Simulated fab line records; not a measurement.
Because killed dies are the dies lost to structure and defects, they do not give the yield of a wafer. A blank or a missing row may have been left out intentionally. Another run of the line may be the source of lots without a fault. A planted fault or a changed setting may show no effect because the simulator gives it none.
Struck lot and sound lot, side by side :: flow nandHarc :: 15 out of 1159 route steps
Sound: the wafers L502.2, L502.3, L502.4. The struck wafers were L513.2, L513.4, L513.6. Last of all comes the cause.
For every step that has rows: the tool of each side, followed by ch and its chambers, followed by its first start. Under that, the readings that differ: sound wafers :: struck wafers :: difference of the means :: sigmas: that difference in standard deviations of wafers without a fault.
alike: same words and numbers on both sides, and readings whose means sit less than 2 such deviations apart. not compared: any withheld reading, any reading some wafer has no value for, any bound like >300 that may hide the same value, and any number with overlapping values for which the record gives no deviation.
Wherever a step has rows on one side only, a row that says differs or no value, or a row with sigmas, the two part there. When numbers do not overlap yet have no deviation, they are printed without sigmas and do not part them. Lack of a reading on every wafer of one side parts them only where that side has two or more wafers.

NHARC_P_GATE_DESCUM_31: chemistry O2, time 3 s.
  sound on rieDiel-03 ch 0,1, day 6 09:37; struck on rieDiel-06 ch 0,1, day 9 00:25
reading: drypumpMotorCurrentA (A)
sound: 6.09 6.37 6.07
struck: 5.37 5.83 5.38
difference: -0.65
sigmas: -2
  alike: chamberPressureMTorr, mfcArSccm, oesProductAu, rfVppV, showerheadPlenumPTorr, throttleValvePct
  not compared: rfHoursCounterH
then, 1 step without rows for these wafers: NHARC_P_GATE_ETCH_104 (etches the open film in CF4/CHF3, target depth 60 nm).
NHARC_P_GATE_HM_OPEN_105: chemistry O2/COS, target depth 360 nm.
  sound: rieDiel-03 ch 1,2; struck: rieDiel-06 ch 0,2,3
  alike: chamberPressureMTorr, drypumpMotorCurrentA, mfcArSccm, oesProductAu, rfVppV, showerheadPlenumPTorr, throttleValvePct
  not compared: rfHoursCounterH
then, 2 steps without rows for these wafers: NHARC_P_GATE_STRIP_106 (strips in O2/COS); NHARC_P_GATE_ETCH_114 (etches the open film in CF4/O2, target depth 30 nm, overetch 3 nm, time 16.5 s).
NHARC_P_GATE_ETCH_32: etches the open film in HBr/Cl2, target depth 150 nm, time 100.1 s.
  sound on rieSi-04 ch 0,1,2, day 6 10:17; struck on rieSi-01 ch 0,3, day 9 00:53
  alike: chamberPressureMTorr, drypumpMotorCurrentA, oesProductAu, throttleValvePct
  not compared: rfHoursCounterH
NHARC_P_GATE_STRIP_108: strips in O2.
  sound on rieDiel-06 ch 0,1,2, day 6 10:27; struck on rieDiel-06 ch 0,1, day 9 01:04
  alike: chamberPressureMTorr, drypumpMotorCurrentA, mfcArSccm, oesProductAu, rfVppV, showerheadPlenumPTorr, throttleValvePct
  not compared: rfHoursCounterH
NHARC_P_GATE_CD_MEAS_33:
  sound on cdSem-03 at day 6 10:38; struck on cdSem-02 at day 9 01:13
  alike: cdNm
then, 4 steps without rows for these wafers: NHARC_P_GATE_STRIP_35 (strips in SPM, time 600 s); NHARC_P_GATE_PRECLEAN_73 (cleans in SC1); NHARC_P_GATE_SRD_74; NHARC_P_GATE_ALD_36 (deposits SiNx, target thk 20 nm, pulse time 60 s, ald cycles 223).
NHARC_P_GATE_ETCHBACK_37: etches the open film in CHF3/O2, target depth 34.5 nm, time 17.2 s.
  sound on rieDiel-13 ch 0,1,3, day 6 20:37; struck on rieDiel-13 ch 0,3, day 9 11:14
  no value came back on the struck wafers for any of 9 readings (biasW (W), chamberPressureMTorr (mTorr) and others); on the sound wafers biasW (W) reads 199.3 200.4 200.3
NHARC_P_GATE_STRIP_101: strips in O2, time 20 s.
  sound on rieDiel-13 ch 1,2,3, day 6 20:44; struck on rieDiel-13 ch 0,2,3, day 9 11:20
  alike: chamberPressureMTorr, drypumpMotorCurrentA, mfcArSccm, oesProductAu, rfVppV, showerheadPlenumPTorr, throttleValvePct
  not compared: rfHoursCounterH
-- the record jumps here: 14 days lie between the struck wafers' starts before and after (it left off in module P_GATE and takes up again in module END, whose first step shown is number 1159 of the route) --
NHARC_END_SORT_01:
  here the record holds rows for the struck wafers (prober-02 ch 0, day 23 18:56) but none for the sound ones

== WHERE THEY PART ==
Earliest at NHARC_P_GATE_DESCUM_31; latest, in this record, at NHARC_END_SORT_01.

WHY: what had been put in by the simulator
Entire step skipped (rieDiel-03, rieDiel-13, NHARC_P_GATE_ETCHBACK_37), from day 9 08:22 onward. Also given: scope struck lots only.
